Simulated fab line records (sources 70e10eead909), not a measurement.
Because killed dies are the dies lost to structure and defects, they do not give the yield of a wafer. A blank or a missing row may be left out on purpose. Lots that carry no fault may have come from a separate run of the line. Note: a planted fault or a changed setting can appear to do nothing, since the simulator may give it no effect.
Problem report in the 8D (eight disciplines) form, filled by code :: flow nand-harc :: the parts of the form that need people (team, actions taken, sign-off) are left out

## 1. PROBLEM STATEMENT
Wafers without a fault read 57, standard deviation 17; killed-dies at NHARC_END_SORT_01 reads a mean of 677 on 4 wafers belonging to 3 lots. That is +36 standard deviations from the usual mean.
Seen first at day 30 07:55 on prober-01, wafer L342.2. The record holds 8 wafers of 3 lots with a number at this step. Rule for "out" (also "out of limits"): further than 4 standard deviations from the usual mean. The rest of the wafers with a number are treated as sound.

## 2. WHAT THIS IS AND IS NOT
question: which readings at this step
is: killed-dies, killed-at-array
is not: killed-at-other, killed-at-periphery, killed-open

question: which lots
is: L342, L344, L347
is not: -

question: which wafers of those lots
is: L342.2, L342.3, L344.3, L347.3
is not: L342.1, L344.6, L347.4, L347.5

question: read on which gauges
is: prober-01, prober-02
is not: -

question: when
is: from day 30 07:55
is not: up to then (1 sound wafer); but 3 sound wafers of L344, L347 came after

## 3. SUSPECTS, AND WHAT RULES EACH OUT
Counting: if a tool at a process step up to the reading ran every lot that is out, it stays a suspect. Sound lots after the first of them don't rule it out here, since some wafers of a struck lot are sound.
- the gauge at NHARC_END_SORT_01: ruled out. 2 gauges (prober-01, prober-02) read the wafers that are out.
- rie-diel-03 at NHARC_A_STAIRCASE_TRIM_222 (chemistry O2, time 211.2 s): kept. It ran every lot that is out, first L342 (day 22 11:27). NHARC_A_STAIRCASE_TRIM_222 gives no start for some lots, so the hours and the order of its lots are those of NHARC_A_STAIRCASE_ETCH_253.
- rie-diel-03 at NHARC_A_STAIRCASE_ETCH_253 (etches the open film in C4F8/O2, target depth 50 nm, time 20.2 s): kept. It ran every lot that is out, first L342 (day 22 11:27). Out on those wafers are its own readings of run-length-s.
- plasma-asher-02 at NHARC_A_STAIRCASE_STRIP_254 (strips in O2): kept. It ran every lot that is out, first L342 (day 22 11:32).
The count leaves rie-diel-03 at NHARC_A_STAIRCASE_TRIM_222, rie-diel-03 at NHARC_A_STAIRCASE_ETCH_253, and plasma-asher-02 at NHARC_A_STAIRCASE_STRIP_254.

## 4. THE CAUSE (what the simulator had put in)
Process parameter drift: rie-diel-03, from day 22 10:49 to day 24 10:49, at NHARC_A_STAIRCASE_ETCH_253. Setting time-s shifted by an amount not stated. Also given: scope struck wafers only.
Counting leaves 3 suspects; this tool is one of them.

## 5. THE EFFECT CHAIN, in route order
One row per reading whose mean, taken over the struck wafers that have a number, lies over 3 standard deviations from the usual. Scope: only readings with a usual standard deviation given in the record; hours: median across lots of the time from each lot's start at the first step in this table that gives one to its start at this step; sigmas: change in usual standard deviations.
hours: 0
step: NHARC_A_STAIRCASE_ETCH_253
reading: run-length-s
usual: 41.5 s
on struck wafers: 29.4
change: -12.1
sigmas: -23

hours: 194
step: NHARC_END_SORT_01
reading: killed-at-array
usual: 52
on struck wafers: 674
change: +622
sigmas: +35

hours: 194
step: NHARC_END_SORT_01
reading: killed-dies
usual: 57
on struck wafers: 677
change: +620
sigmas: +36
It contains these process steps:
- NHARC_A_STAIRCASE_ETCH_253: etches the open film in C4F8/O2, target depth 50 nm, time 20.2 s.
Readings that are blank on the struck wafers while sound wafers have them: bias-w at NHARC_A_STAIRCASE_ETCH_253; rf-fwd-power-W at NHARC_A_STAIRCASE_ETCH_253.

## 6. WHAT WOULD HAVE CAUGHT IT SOONER
189 hours passed between the start of the fault at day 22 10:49 and the first reading out of limits at a measuring or inspecting step in this record, taken at day 30 07:55.
Tool's own readings at NHARC_A_STAIRCASE_ETCH_253, run-length-s: out on all struck wafers the step has rows for; an alarm limit on them would have tripped on the first.
Lots out: 3; all had begun NHARC_A_STAIRCASE_ETCH_253 on rie-diel-03 by day 30 07:55. Had the tool been put on hold then, not one of them would have been saved.
